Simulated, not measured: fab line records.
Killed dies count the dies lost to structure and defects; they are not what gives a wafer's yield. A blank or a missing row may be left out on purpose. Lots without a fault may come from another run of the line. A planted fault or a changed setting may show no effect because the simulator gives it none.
fab line records	flow nand-harc
record lots=15	wafers=45	last-day=24
route steps=1159 shown P_ZERO_WELL@42 P_GATE@124 P_CONTACT@235
lots with no fault: from the same line, run without faults
start-h: the number of hours between the record's first day and the start of the first shown wafer of the lot	wait-h: how many hours have passed since the lot's step before this one	" same as the row above	L1.1+2: one row covering several wafers at once	- either no value or no given start	* or withheld: withheld	< > ~ a bound
route shown NAME@n: names a module that has steps shown in the file, with the first one's number in the route	usual: mean and standard deviation over wafers with no fault	same: alike in all rows	chamber/n: place in a boat	sites: readings site by site	_std_site: their standard deviation	_edge_site: inner sites' mean taken away from outer sites' mean	radius-mm: how far each site lies from the wafer's centre	mask NAME#n: copy n	behind: tool/chamber where the wafer was last shaped	hold: what put the lot on hold/how long, in hours/how the hold closed	device: the transistor (n, p or np) that didn't switch	end of line: tests of these same wafers at the route's end	a step with no rows: only its recipe	killed: dies lost to structure and defects at the first sort, not the wafer's yield	map: dies across one wafer; x = killed, . = not, _ = none there
set.NAME: the setting the step ran with; set.NAME@STEP: the setting that earlier step ran with	model.NAME: the simulator's own value behind a step, which no gauge read
one table for each step of the route and one row for each wafer, over a sample of lots
services: when a tool's chamber went out of use (start-h, in hours from the record's first day, below 0 if earlier), for how many hours, and the reason
## steps
# step NHARC_P_ZERO_WELL_PEB_35
# recipe peb-temp-c=118	peb-time-s=85
# usual chill-plate-temp-C=22.98/0.12	exhaust-pa=45.1/0.94
lot.wafer	tool	chamber	start-h	wait-h	chill-plate-temp-C	exhaust-pa
L263.2	litho-track-02	0	15.75	0.1	22.98	44.5
L263.5	"	0	"	"	23.00	45.7
L263.6	"	0	"	"	22.87	45.9
L264.3	litho-track-07	0	21.89	0.1	23.04	45.4
L264.4	"	0	"	"	23.00	45.3
L264.5	"	0	"	"	22.92	44.5
L265.1	litho-track-07	0	27.88	0.1	23.12	45.8
L265.2	"	0	"	"	22.77	44.9
L265.5	"	0	"	"	22.94	44.8
L266.1	litho-track-03	0	34.04	0.1	22.81	46.3
L266.3	"	0	"	"	22.82	44.8
L266.4	"	0	"	"	22.93	45.7
L267.1	litho-track-02	0	39.90	0.1	23.04	43.3
L267.2	"	0	"	"	22.97	44.0
L267.3	"	0	"	"	22.88	44.4
L268.2	litho-track-02	0	46.02	0.1	22.91	46.6
L268.5	"	0	"	"	22.88	45.1
L268.6	"	0	"	"	22.88	45.0
L271.2	litho-track-07	-	64.22	0.1	-	-
L271.3	"	-	"	"	-	-
L271.4	"	-	"	"	-	-
L272.1	litho-track-03	-	69.92	0.1	-	-
L272.2	"	-	"	"	-	-
L272.6	"	-	"	"	-	-
L273.2	litho-track-03	-	75.80	0.1	-	-
L273.4	"	-	"	"	-	-
L273.5	"	-	"	"	-	-
L281.1	litho-track-03	0	124.00	0.1	22.83	44.5
L281.3	"	0	"	"	22.93	44.2
L281.6	"	0	"	"	23.00	44.7
L282.1	litho-track-07	0	129.80	0.1	23.02	47.0
L282.2	"	0	"	"	23.11	45.1
L282.6	"	0	"	"	23.07	45.9
L283.1	litho-track-07	0	136.12	0.1	23.02	43.8
L283.4	"	0	"	"	23.17	43.6
L283.5	"	0	"	"	22.87	45.1
L284.2	litho-track-03	0	142.14	0.1	23.05	46.0
L284.3	"	0	"	"	22.81	45.7
L284.6	"	0	"	"	22.80	45.4
L285.2	litho-track-02	0	147.93	0.1	22.86	44.3
L285.3	"	0	"	"	22.88	44.9
L285.4	"	0	"	"	22.90	45.1
L286.1	litho-track-03	0	153.88	0.1	23.13	46.3
L286.2	"	0	"	"	22.91	45.0
L286.4	"	0	"	"	22.86	46.4
# step NHARC_P_GATE_DESCUM_13
# recipe time-s=3	o2-flow-sccm=200	ar-flow-sccm=0	bias-power-w=0	chemistry=O2
# usual drypump-motor-current-A=5.58/0.29	oes-product-au=1.003/0.0073	rf-vpp-V=57.8/0.92	showerhead-plenum-p-Torr=1.94/0.072	throttle-valve-pct=11.311/0.0086
# same bias-power-w=0	time-s=3
lot.wafer	tool	chamber	start-h	wait-h	drypump-motor-current-A	oes-product-au	rf-hours-counter-h	rf-vpp-V	showerhead-plenum-p-Torr	throttle-valve-pct
L263.2	rie-diel-12	0	71.04	-	5.52	0.994	5	57.4	2.02	11.308
L263.5	"	3	"	"	5.40	1.004	-	58.1	1.86	11.326
L263.6	"	0	"	"	5.52	1.003	-	56.6	2.02	11.309
L264.4	rie-diel-02	0	71.06	-	5.65	0.995	33	59.8	2.05	11.320
L264.3	"	1	"	"	5.82	0.985	33	56.2	1.92	11.316
L264.5	"	1	"	"	5.86	1.000	-	59.1	1.92	11.300
L266.3	rie-diel-12	3	87.04	-	5.39	1.003	8	58.3	1.85	11.299
L266.4	"	1	"	"	5.74	1.007	9	58.2	1.91	11.307
L266.1	"	2	"	"	5.87	1.000	9	57.7	1.86	11.313
L265.2	rie-diel-12	3	87.20	-	5.43	1.013	8	56.4	1.85	11.308
L265.1	"	2	"	"	5.87	0.992	9	58.3	1.86	11.309
L265.5	"	0	"	"	5.52	1.000	-	57.8	2.02	11.310
L267.3	rie-diel-04	3	101.78	-	5.78	1.001	59	57.6	1.99	11.318
L267.2	"	0	"	"	5.41	1.002	58	57.5	1.87	11.314
L267.1	"	1	"	"	5.57	1.005	56	57.6	1.77	11.300
L268.2	rie-diel-04	3	101.94	-	5.75	0.983	59	58.0	1.99	11.310
L268.5	"	2	"	"	5.05	1.008	-	57.7	1.95	11.319
L268.6	"	3	"	"	5.76	0.998	-	56.7	1.99	11.295
L281.3	rie-diel-04	0	183.56	-	5.38	1.006	24	55.8	1.87	11.322
L281.1	"	1	"	"	5.54	0.995	22	59.0	2.07	11.317
L281.6	"	0	"	"	5.38	1.000	-	58.2	1.87	11.300
L282.1	rie-diel-04	2	183.69	-	5.06	1.022	24	57.6	1.94	11.318
L282.2	"	3	"	"	5.75	1.013	24	58.5	1.99	11.301
L282.6	"	3	"	"	5.79	1.005	-	60.0	1.99	11.306
L283.4	rie-diel-12	1	195.63	-	5.77	0.996	32	56.7	1.91	11.299
L283.1	"	2	"	"	5.84	0.998	33	57.6	1.85	11.297
L283.5	"	1	"	"	5.74	1.006	-	56.8	1.91	11.310
L284.2	rie-diel-12	0	195.70	-	5.53	0.994	31	58.0	2.02	11.309
L284.3	"	2	"	"	5.87	0.997	33	57.1	1.85	11.319
L284.6	"	1	"	"	5.77	1.001	-	57.9	1.91	11.320
L285.3	rie-diel-02	2	203.69	-	6.23	0.993	21	57.8	2.01	11.314
L285.4	"	3	"	"	4.91	1.009	21	58.2	1.90	11.307
L285.2	"	0	"	"	5.61	0.993	21	56.9	2.04	11.327
L286.1	rie-diel-04	3	210.95	-	5.74	1.013	33	57.6	1.98	11.315
L286.2	"	0	"	"	5.40	1.014	33	57.5	1.86	11.319
L286.4	"	1	"	"	5.57	1.014	31	57.0	2.07	11.307
# step NHARC_P_GATE_DESCUM_61
# recipe time-s=3	o2-flow-sccm=200	ar-flow-sccm=0	bias-power-w=0	chemistry=O2
# usual drypump-motor-current-A=5.60/0.29	oes-product-au=1.001/0.0072	rf-vpp-V=57.9/0.91	showerhead-plenum-p-Torr=1.93/0.076	throttle-valve-pct=11.311/0.0089
# same bias-power-w=0	time-s=3
lot.wafer	tool	chamber	start-h	wait-h	drypump-motor-current-A	oes-product-au	rf-hours-counter-h	rf-vpp-V	showerhead-plenum-p-Torr	throttle-valve-pct
L263.2	rie-diel-04	1	99.31	-	5.56	0.991	56	57.6	1.77	11.317
L263.5	"	1	"	"	5.55	1.009	-	57.5	1.77	11.310
L263.6	"	2	"	"	5.08	1.010	-	58.6	1.95	11.326
L264.4	rie-diel-12	3	99.67	-	5.46	0.998	11	57.5	1.85	11.320
L264.3	"	2	"	"	5.84	1.002	12	55.8	1.86	11.305
L264.5	"	0	"	"	5.55	0.998	-	57.1	2.02	11.313
L266.1	rie-diel-12	1	114.49	-	5.76	0.998	14	56.4	1.91	11.320
L266.4	"	2	"	"	5.88	0.996	14	57.0	1.86	11.306
L266.3	"	3	"	"	5.43	1.006	14	58.0	1.85	11.318
L265.1	rie-diel-12	3	114.85	-	5.40	1.011	14	57.6	1.85	11.302
L265.2	"	1	"	"	5.78	1.008	14	59.5	1.91	11.308
L265.5	"	0	"	"	5.51	1.008	-	57.5	2.02	11.331
L268.2	rie-diel-02	0	129.15	-	5.65	0.996	47	57.8	2.04	11.319
L268.5	"	2	"	"	6.24	0.999	-	58.9	2.03	11.314
L268.6	"	3	"	"	4.91	1.011	-	57.8	1.91	11.302
L267.1	rie-diel-02	3	129.49	-	4.95	0.991	52	57.6	1.91	11.315
L267.2	"	0	"	"	5.63	1.010	47	58.9	2.04	11.318
L267.3	"	1	"	"	5.82	1.003	54	58.0	1.91	11.310
L282.1	rie-diel-12	3	213.32	-	5.41	1.009	0	57.7	1.85	11.334
L282.2	"	2	"	"	5.87	1.003	0	57.0	1.85	11.310
L282.6	"	3	"	"	5.45	1.010	-	56.0	1.85	11.308
L281.3	rie-diel-04	3	213.85	-	5.75	1.000	34	58.5	1.98	11.317
L281.1	"	0	"	"	5.38	0.995	35	57.0	1.86	11.333
L281.6	"	1	"	"	5.55	1.000	-	57.9	2.07	11.309
L284.3	rie-diel-12	3	223.35	-	5.49	1.004	3	56.1	1.85	11.323
L284.2	"	0	"	"	5.55	0.996	3	57.8	2.01	11.310
L284.6	"	2	"	"	5.87	1.001	-	57.6	1.85	11.318
L283.4	rie-diel-12	3	223.87	-	5.43	1.013	3	58.1	1.85	11.326
L283.1	"	1	"	"	5.78	1.019	2	57.6	1.91	11.311
L283.5	"	2	"	"	5.86	1.006	-	57.6	1.85	11.312
L285.2	rie-diel-12	3	231.93	-	5.38	1.010	4	57.3	1.85	11.333
L285.3	"	1	"	"	5.75	1.002	3	58.7	1.91	11.316
L285.4	"	2	"	"	5.86	1.004	3	57.8	1.85	11.314
L286.1	rie-diel-12	2	240.10	-	5.87	0.992	5	58.6	1.85	11.317
L286.4	"	3	"	"	5.39	0.999	5	58.9	1.85	11.321
L286.2	"	0	"	"	5.53	0.998	6	59.0	2.01	11.315
# step NHARC_P_CONTACT_DESCUM_17
# recipe time-s=3	o2-flow-sccm=200	ar-flow-sccm=0	bias-power-w=0	chemistry=O2
# usual drypump-motor-current-A=5.5/0.43	oes-product-au=1.001/0.007	rf-vpp-V=57.8/0.93	showerhead-plenum-p-Torr=1.91/0.098	throttle-valve-pct=11.311/0.0097
# same bias-power-w=0	time-s=3
lot.wafer	tool	chamber	start-h	wait-h	drypump-motor-current-A	oes-product-au	rf-hours-counter-h	rf-vpp-V	showerhead-plenum-p-Torr	throttle-valve-pct
L263.2	rie-diel-11	0	107.43	0.1	5.9	1.003	8	56.8	2.00	11.330
L263.6	"	3	"	"	5.3	1.001	-	58.4	2.02	11.312
L263.5	"	0	"	"	5.9	1.004	-	59.2	2.00	11.309
L264.3	rie-diel-08	2	108.06	0.1	5.5	0.995	16	56.3	2.01	11.306
L264.4	"	0	"	"	4.9	0.999	16	56.7	1.78	11.312
L264.5	"	2	"	"	5.5	0.999	-	59.6	2.00	11.308
L266.3	rie-diel-08	1	120.93	0.1	5.8	0.993	18	57.3	1.81	11.305
L266.4	"	2	"	"	5.5	0.990	17	58.3	2.01	11.313
L266.1	"	3	"	"	5.1	0.980	19	58.6	1.81	11.301
L265.2	rie-diel-11	2	121.42	0.1	6.2	1.020	9	57.3	1.94	11.295
L265.1	"	1	"	"	5.3	1.004	9	57.9	2.00	11.322
L265.5	"	3	"	"	5.3	0.995	-	55.9	2.02	11.307
L268.2	rie-diel-11	3	135.45	0.1	5.3	0.997	10	59.9	2.02	11.305
L268.6	"	2	"	"	6.2	1.009	-	56.9	1.94	11.317
L268.5	"	3	"	"	5.3	0.999	-	58.4	2.02	11.300
L267.3	rie-diel-11	3	136.42	0.1	5.3	1.001	10	58.0	2.02	11.307
L267.2	"	0	"	"	5.9	1.006	10	58.6	2.00	11.321
L267.1	"	1	"	"	5.3	0.997	10	58.3	2.00	11.310
L282.1	rie-diel-11	2	220.27	0.1	6.2	1.009	2	57.5	1.94	11.322
L282.2	"	3	"	"	5.3	0.998	2	57.8	2.02	11.317
L282.6	"	3	"	"	5.3	1.003	-	57.8	2.02	11.312
L281.1	rie-diel-05	1	220.44	0.1	6.5	0.992	16	58.5	1.84	11.335
L281.3	"	2	"	"	5.6	0.979	15	58.3	1.91	11.313
L281.6	"	0	"	"	5.2	0.984	-	57.7	1.85	11.298
L284.2	rie-diel-11	3	229.98	0.1	5.4	0.994	3	57.2	2.02	11.315
L284.3	"	1	"	"	5.3	1.008	2	58.4	2.00	11.339
L284.6	"	3	"	"	5.3	1.014	-	58.9	2.02	11.317
L283.4	rie-diel-08	2	230.47	0.1	5.5	1.006	9	58.6	2.00	11.305
L283.1	"	0	"	"	4.9	1.004	10	58.0	1.78	11.299
L283.5	"	3	"	"	5.1	1.015	-	57.7	1.80	11.309
L285.4	rie-diel-08	3	238.43	0.1	5.1	1.007	9	57.5	1.80	11.301
L285.2	"	0	"	"	4.8	1.003	11	56.0	1.78	11.316
L285.3	"	2	"	"	5.5	0.988	10	58.9	2.00	11.316
L286.1	rie-diel-11	0	246.59	0.1	5.9	1.010	4	56.0	2.00	11.308
L286.2	"	1	"	"	5.3	1.007	4	56.7	2.00	11.321
L286.4	"	2	"	"	6.2	1.008	4	57.7	1.94	11.303
## services
tool	chamber	start-h	hours	kind
rie-diel-11	-	12.50	9.0	pm
litho-track-07	-	14.00	7.0	pm
rie-diel-12	0	19.22	6.4	repair
rie-diel-12	-	25.40	9.0	pm
rie-diel-08	2	27.00	1.9	repair
litho-track-03	-	38.00	7.0	pm
rie-diel-11	-	57.76	0.5	repair
rie-diel-08	0	84.62	4.7	repair
rie-diel-04	-	112.09	9.0	pm
rie-diel-12	3	116.65	4.4	repair
rie-diel-04	1	121.94	9.3	repair
rie-diel-08	-	124.80	9.0	pm
rie-diel-04	-	130.91	2.7	repair
rie-diel-12	3	146.58	16.9	repair
rie-diel-02	-	151.26	9.0	pm
litho-track-02	-	165.02	7.0	pm
rie-diel-08	3	169.80	7.6	repair
litho-track-07	-	189.00	7.0	pm
rie-diel-11	-	189.52	9.0	pm
rie-diel-12	1	198.75	4.1	repair
rie-diel-12	-	202.40	9.0	pm
litho-track-03	-	213.00	7.0	pm
rie-diel-02	1	218.06	10.4	repair
rie-diel-08	1	239.18	2.5	repair
## key
first-sign step=NHARC_P_ZERO_WELL_PEB_35	reading=tool-record	direction=missing
effect none on later readings
met-at NHARC_P_ZERO_WELL_PEB_35
struck-lots L271,L272,L273
later-rows-left-out L271.2,L271.3,L271.4,L272.1,L272.2,L272.6,L273.2,L273.4,L273.5
sort-left-out L271.2,L271.3,L271.4,L272.1,L272.2,L272.6,L273.2,L273.4,L273.5
tester-left-out L271,L272,L273
not-acting-at NHARC_P_GATE_DESCUM_13,NHARC_P_GATE_DESCUM_61,NHARC_P_CONTACT_DESCUM_17
onset-between 34.04 64.22
fault kind=skipped-step-whole	tool=litho-track-03,litho-track-07	chamber=-	onset-h=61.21	steps=NHARC_P_ZERO_WELL_PEB_35	scope=struck-lots-only
# tester-left-out: of these lots the tester's yield and bins aren't shown, on N5 and GAA mostly nor the transistor test; their killed dies are dies lost to structure and defects alone, not to doping, threshold or leakage, so they don't give the yield
# sort-left-out: the simulated sort isn't trusted on such a fault, so these wafers' sort isn't shown, and their yield isn't known
# later-rows-left-out: the simulator's readings of these wafers behind a module that went badly wrong aren't trusted and aren't shown, but for the sort
